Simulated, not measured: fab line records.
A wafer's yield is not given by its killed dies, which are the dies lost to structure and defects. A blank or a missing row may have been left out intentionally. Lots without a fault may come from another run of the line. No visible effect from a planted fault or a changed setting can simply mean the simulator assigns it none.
Matching of chambers	flow nand harc	rie diel-02 running NHARC_THIN_TSV_ETCH_44: 4 sister chambers
The step etches the open film in CF4/O2, target depth 1594.2 nm, time 797.1 s. 8 wafers are shown with their chamber, then 8 later ones without.

## WAFERS PAIRED WITH THEIR CHAMBERS
wafer	chamber	showerhead plenum p Torr (Torr)	drypump motor current A (A)
L873.3	3	1.82	5.7
L882.3	2	1.90	6.2
L882.5	2	1.89	6.2
L880.3	1	1.85	6.6
L887.1	3	1.82	5.7
L887.3	0	1.96	6.3
L887.4	1	1.85	6.7
L892.1	0	1.96	6.4

## WAFERS WITH NO CHAMBER GIVEN
wafer	showerhead plenum p Torr (Torr)	drypump motor current A (A)
L892.2	1.81	5.7
L892.5	1.89	6.2
L889.2	1.96	6.4
L889.4	1.89	6.2
L889.6	1.96	6.4
L891.1	1.96	6.3
L891.5	1.96	6.4
L891.6	1.84	6.7

## CHAMBER TAKEN BY EACH
wafer	from the rows above	in truth
L892.2	3	3
L892.5	2	2
L889.2	0	0
L889.4	2	2
L889.6	0	0
L891.1	0	0
L891.5	0	0
L891.6	1	1
8 of 8 placed correctly. Number that these rows cannot place: 0. Wrongly placed: 0.
How it was worked out, from the rows above alone: a wafer's distance from a chamber is the root of the sum, over the readings, of the square of ((its reading less the chamber's mean) divided by the reading's scatter). The wafer belongs to the nearest chamber; if the next one is less than 2 further off, it can't be placed. The mean given for a chamber averages the wafers shown for that chamber. The scatter is the square root of a quotient: the sum, over the shown wafers, of each reading's squared deviation from its chamber's mean, divided by wafers minus chambers.
